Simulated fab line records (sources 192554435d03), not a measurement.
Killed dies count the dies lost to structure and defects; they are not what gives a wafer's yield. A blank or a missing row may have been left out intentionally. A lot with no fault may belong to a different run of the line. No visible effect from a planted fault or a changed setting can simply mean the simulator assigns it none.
The tool behind it: which one? || flow n5 finfet || 6 lots, 16 wafers sampled, at 1 step of a route of 1938

== WHAT THE GAUGES READ, wafer by wafer ==
N5_WELL_APT_CD_MEAS_08: target cd 200 nm.
{"lot": "L827", "measured": "day 2 07:59", "on": "cd sem-03", "cd nm (nm)": "198.2 198.7"}
{"lot": "L829", "measured": "day 2 19:57", "on": "cd sem-01", "cd nm (nm)": "199.9 196.1"}
{"lot": "L831", "measured": "day 3 07:41", "on": "cd sem-03", "cd nm (nm)": "194.3 201.3 198.5"}
{"lot": "L833", "measured": "day 3 19:47", "on": "cd sem-03", "cd nm (nm)": "201.6 198.6 199.3"}
{"lot": "L836", "measured": "day 4 13:47", "on": "cd sem-02", "cd nm (nm)": "202.3 199.8 201.5"}
{"lot": "L839", "measured": "day 5 07:43", "on": "cd sem-03", "cd nm (nm)": "199.2 201.3 197.8"}

== EACH LOT AND THE TOOL THAT RAN IT (in order: tool; ch and the chambers of the sampled wafers; start) ==
The record shows no process step preceding these readings.

== THE ANSWER, worked out from the rows above alone ==
Rule: usual is defined by the lots themselves. Put in order of their means at a reading, lots are off if they are a third of the lots or fewer, leave a main group of 4 or more, and stand apart from it by a gap of 3 or more times the standard deviation of the main group's means; of several such gaps the widest counts. A main group is skipped when, at the precision printed for the reading in the tables above, its means are all equal. A lot without any number at a reading at which 4 lots or more have one is off too. Any other lot the step has rows for is counted as sound.
No lot is off on any of the readings shown, so nothing can be concluded from this.

== WHAT HAD BEEN PUT IN BY THE SIMULATOR ==
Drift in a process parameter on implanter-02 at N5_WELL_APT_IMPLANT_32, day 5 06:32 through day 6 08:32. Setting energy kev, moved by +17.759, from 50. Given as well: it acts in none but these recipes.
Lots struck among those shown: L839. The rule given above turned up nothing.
